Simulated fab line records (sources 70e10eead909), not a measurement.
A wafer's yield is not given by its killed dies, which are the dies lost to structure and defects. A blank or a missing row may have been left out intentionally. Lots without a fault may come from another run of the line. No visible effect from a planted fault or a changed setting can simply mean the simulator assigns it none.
Problem report, 8D (eight disciplines) form, completed by code -- flow nand_harc -- the parts of the form that need people (team, actions taken, sign-off) are left out

1. WHAT WENT WRONG
Mean of killed_at_array at NHARC_END_SORT_01: 144 across 2 wafers in 2 lots; on wafers with no fault it is 63 (standard deviation 18). That puts it +4.5 standard deviations away from the usual mean.
First seen on wafer L193.4, day 33 10:16, on prober-01. The record has a number at this step for 27 wafers belonging to 9 lots. By rule, "out" or "out of limits" means more than 4 standard deviations away from the usual mean. Any other wafer with a number is counted as sound.

2. WHAT IT IS, WHAT IT ISN'T
question,is,is not
which readings at this step,"killed_at_array, defect_limited_yield, killed_dies","killed_at_other, killed_at_periphery, killed_open, killed_short"
which lots,"L192, L193","L179, L180, L181, L182, L183, L184, L186"
which wafers of those lots,"L192.6, L193.4","L192.2, L192.5, L193.1, L193.5"
read on which gauges,"prober-01, prober-02",-
when,from day 33 10:16,up to then (24 sound wafers); but 1 sound wafer of L193 came after

3. THE SUSPECTS, EACH WITH WHAT RULES IT OUT
Counting: any tool at a process step up to the reading remains a suspect provided it ran every lot that is out. Sound lots after the first of them don't rule it out here, since some wafers of a struck lot are sound.
- the gauge at NHARC_END_SORT_01 has been ruled out. 2 gauges (prober-01, prober-02) read the wafers that are out.
- pvd_sputter-02 at NHARC_A_M0_PVD_21 (deposits Cu, target thk 30 nm, time 20.49 s): kept. It processed each lot that is out (first: L192, day 30 02:38); up to then, its last sound lot is L186 (day 27 07:59).
- pvd_sputter-01 at NHARC_THIN_TSV_PVD_19 (deposits TaN, target thk 20 nm): kept. It processed each lot that is out (first: L192, day 33 07:05); up to then, its last sound lot is L182 (day 31 17:33). NHARC_THIN_TSV_PVD_19 gives no start for some lots, so the hours and the order of its lots are those of NHARC_END_SORT_01.
What counting leaves: pvd_sputter-02 at NHARC_A_M0_PVD_21 and pvd_sputter-01 at NHARC_THIN_TSV_PVD_19.

4. THE CAUSE (what the simulator had put in)
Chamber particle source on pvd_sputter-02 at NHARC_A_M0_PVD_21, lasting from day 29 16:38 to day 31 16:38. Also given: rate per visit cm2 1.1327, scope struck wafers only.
Counting left 2 suspects, and this tool is among them.

5. THE CHAIN OF EFFECTS, in route order
Rows list readings where the struck wafers' mean (over those with a number) sits beyond 3 standard deviations from the usual. Only readings for which the record gives a usual standard deviation are gone through. hours: the time from each lot's start at the first step in this table that gives one to its start at this step, as a median over the lots. sigmas: the change in usual standard deviations.
hours,step,reading,usual,on struck wafers,change,sigmas
0,NHARC_END_SORT_01,defect_limited_yield,89.9 %,78.4,-11.5,-4.4
0,NHARC_END_SORT_01,killed_at_array,63,144,+80,+4.5
0,NHARC_END_SORT_01,killed_dies,68,146,+78,+4.3

6. WHAT WOULD HAVE CAUGHT IT SOONER
In this record the first reading out of limits at a measuring or inspecting step was taken at day 33 10:16, 90 hours after the fault began at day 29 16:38.
No tool reading at NHARC_A_M0_PVD_21 that has a usual standard deviation in the record was out on any struck wafer, so an alarm limit of 4 standard deviations on those readings would not have fired.
Lots out: 2; all had begun NHARC_A_M0_PVD_21 on pvd_sputter-02 by day 33 10:16. Holding the tool at that point would not have protected any of them.
